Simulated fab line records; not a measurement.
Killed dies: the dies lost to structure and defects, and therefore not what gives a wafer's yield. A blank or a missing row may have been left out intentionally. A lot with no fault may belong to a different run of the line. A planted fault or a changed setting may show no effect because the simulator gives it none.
Tool commonality check || flow nand harc || 1 lot, 3 wafers sampled

== WHY IT WAS OPENED ==
At NHARC_END_SORT_01 the reading killed at periphery is flagged on 1 of 1 lot. Fault-free wafers read 3.7, with a standard deviation of 2.6.
Rule: flag the lot when none of its wafers has a number, or when each of its wafers that has one lies beyond 4 standard deviations from that mean. The other lots count as sound.

{"lot": "L256", "measured": "day 30 13:35", "on": "prober-02", "killed at periphery, wafer by wafer": "600 595 594", "flag": "FLAGGED"}
On average the flagged lots read 596.3, which is +592.6 against the usual, or +99 or more standard deviations.

== TOOL THAT RAN EACH LOT ==
3 process steps preceding the reading are held in the record, out of 1302 steps in the route. In each cell: the tool, then ch and the chambers that the sampled wafers went through, then the start.
{"lot": "L256", "flag": "FLAGGED", "NHARC_P_GATE_DESCUM_31": "rie diel-01 ch 0,2,3, day 11 08:13", "NHARC_P_GATE_EXPOSE_56": "krf scanner-04 ch 0, day 12 04:08", "NHARC_P_GATE_DESCUM_61": "rie diel-11 ch 0,2, day 12 04:29"}
These steps, and what they do:
- NHARC_P_GATE_DESCUM_31: chemistry O2, time 3 s.
- NHARC_P_GATE_EXPOSE_56: exposes mask P PSD, target cd 720 nm.
- NHARC_P_GATE_DESCUM_61: chemistry O2, time 3 s.
- NHARC_END_SORT_01

== FLAGGED OVER TOTAL, TOOL BY TOOL (the gauges that took the reading come last) ==
{"step": "NHARC_P_GATE_DESCUM_31", "tool": "rie diel-01", "lots run": 1, "flagged": 1, "share of the flagged lots": "all", "sound lots run after its first flagged lot": 0}
{"step": "NHARC_P_GATE_EXPOSE_56", "tool": "krf scanner-04", "lots run": 1, "flagged": 1, "share of the flagged lots": "all", "sound lots run after its first flagged lot": 0}
{"step": "NHARC_P_GATE_DESCUM_61", "tool": "rie diel-11", "lots run": 1, "flagged": 1, "share of the flagged lots": "all", "sound lots run after its first flagged lot": 0}
{"step": "NHARC_END_SORT_01", "tool": "prober-02", "lots run": 1, "flagged": 1, "share of the flagged lots": "all", "sound lots run after its first flagged lot": 0}

== THE TABLE: WHAT IT ALLOWS ==
4 rows of the table ran every flagged lot: rie diel-01 at NHARC_P_GATE_DESCUM_31, krf scanner-04 at NHARC_P_GATE_EXPOSE_56, rie diel-11 at NHARC_P_GATE_DESCUM_61, prober-02 at NHARC_END_SORT_01.
- rie diel-01 at NHARC_P_GATE_DESCUM_31: 1 of its 1 lot flagged. In this sample it ran no sound lot ahead of its first flagged lot, so there is no way to narrow down the start.
- krf scanner-04 at NHARC_P_GATE_EXPOSE_56: 1 of its 1 lot flagged. In this sample it ran no sound lot ahead of its first flagged lot, so there is no way to narrow down the start.
- rie diel-11 at NHARC_P_GATE_DESCUM_61: 1 of its 1 lot flagged. In this sample it ran no sound lot ahead of its first flagged lot, so there is no way to narrow down the start.
- prober-02 at NHARC_END_SORT_01: 1 of its 1 lot flagged. In this sample it ran no sound lot ahead of its first flagged lot, so there is no way to narrow down the start.
These 4 tools cannot be told apart by counting lots, since each of them fits a fault that started at some hour. More lots, or a look at what each step does to the wafer, might.

== WHAT HAD BEEN PUT IN BY THE SIMULATOR ==
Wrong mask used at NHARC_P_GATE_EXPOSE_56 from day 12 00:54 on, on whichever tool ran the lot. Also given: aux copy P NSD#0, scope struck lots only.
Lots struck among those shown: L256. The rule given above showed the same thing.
